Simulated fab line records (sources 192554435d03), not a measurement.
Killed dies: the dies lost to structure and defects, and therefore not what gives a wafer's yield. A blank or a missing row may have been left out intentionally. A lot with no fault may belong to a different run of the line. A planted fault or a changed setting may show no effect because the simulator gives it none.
One fault through the eyes of 2 desks ; flow n5-finfet ; only its own numbers are on each desk; what lay behind them is given at the end

## DESK OF THE TOOL OWNER: pvd-sputter-01
The tool's own readings at N5_BEOL_M2_SPUTTER_88 (material Cu, target thk 4.5 nm, time 8.29 s): means of the sampled wafers that have a number, for each lot that ran on this tool. Marked OUT: a lot whose mean sits more than 4 standard deviations from the usual mean, which makes it out of limits; the brackets give that distance.
Columns: A = chamber-pressure-pa at N5_BEOL_M2_SPUTTER_88, usual 0.06999 Pa; B = chuck-gas-flow-sccm at N5_BEOL_M2_SPUTTER_88, usual 1.27 sccm; C = susceptor-temp-C at N5_BEOL_M2_SPUTTER_88, usual -19.99 C; D = throttle-valve-pct at N5_BEOL_M2_SPUTTER_88, usual 29.7 %
lot;first seen here;A;B;C;D
L167;day 9 16:55;0.06992;1.33;-20.08;28.1
L176;day 13 16:01;0.06994;1.26;-20.03;28.5
This desk's finding: nothing out of limits on any of the 2 lots.

## AT THE METROLOGY DESK
What the gauges read, lot by lot, whatever tool the lot ran on: means of the sampled wafers that have a number. Marked OUT: a lot whose mean sits more than 4 standard deviations from the usual mean, which makes it out of limits; the brackets give that distance. Only the readings that lie furthest out on some lot appear, 7 of the 10 it has.
Columns: A = DIBL_P at N5_BEOL_M4_RC_MEAS_101, usual 35.6 mV/V; B = IOFF_N at N5_BEOL_M4_RC_MEAS_101, usual 0.15 nA/um; C = IOFF_P at N5_BEOL_M4_RC_MEAS_101, usual 0.20 nA/um; D = ION_N at N5_BEOL_M4_RC_MEAS_101, usual 668 uA/um; E = ION_P at N5_BEOL_M4_RC_MEAS_101, usual 459 uA/um; F = VT_N at N5_BEOL_M4_RC_MEAS_101, usual 250 mV; G = VT_P at N5_BEOL_M4_RC_MEAS_101, usual -251 mV
lot;first seen here;A;B;C;D;E;F;G
L167;day 14 04:38;33.5;0.12;0.17;664;455;253;-253
L166;day 14 20:15;35.2;0.14;0.17;666;454;251;-255
L173;day 14 20:29;33.9;0.12;0.18;653;458;253;-252
L171;day 17 06:56;36.7;0.15;0.20;674;463;252;-252
L176;day 17 15:24;34.6;0.14;0.19;667;461;251;-252
L180;day 17 15:31;38.1;0.19;0.24;678;459;246;-248
L182;day 19 02:34;35.8;0.16;0.21;675;462;250;-249
L181;day 19 03:45;37.9;0.19;0.22;681;464;246;-251
L185;day 20 05:26;34.0;0.13;0.18;664;460;251;-252
L186;day 20 12:02;39.5;0.23;0.28;696;472;244;-244
This desk's finding: nothing out of limits on any of the 10 lots.

## BROUGHT TOGETHER
The desk of the tool owner found nothing out of limits.
At the metrology desk, nothing out of limits was observed.

## WHAT THE SIMULATOR HAD PUT IN
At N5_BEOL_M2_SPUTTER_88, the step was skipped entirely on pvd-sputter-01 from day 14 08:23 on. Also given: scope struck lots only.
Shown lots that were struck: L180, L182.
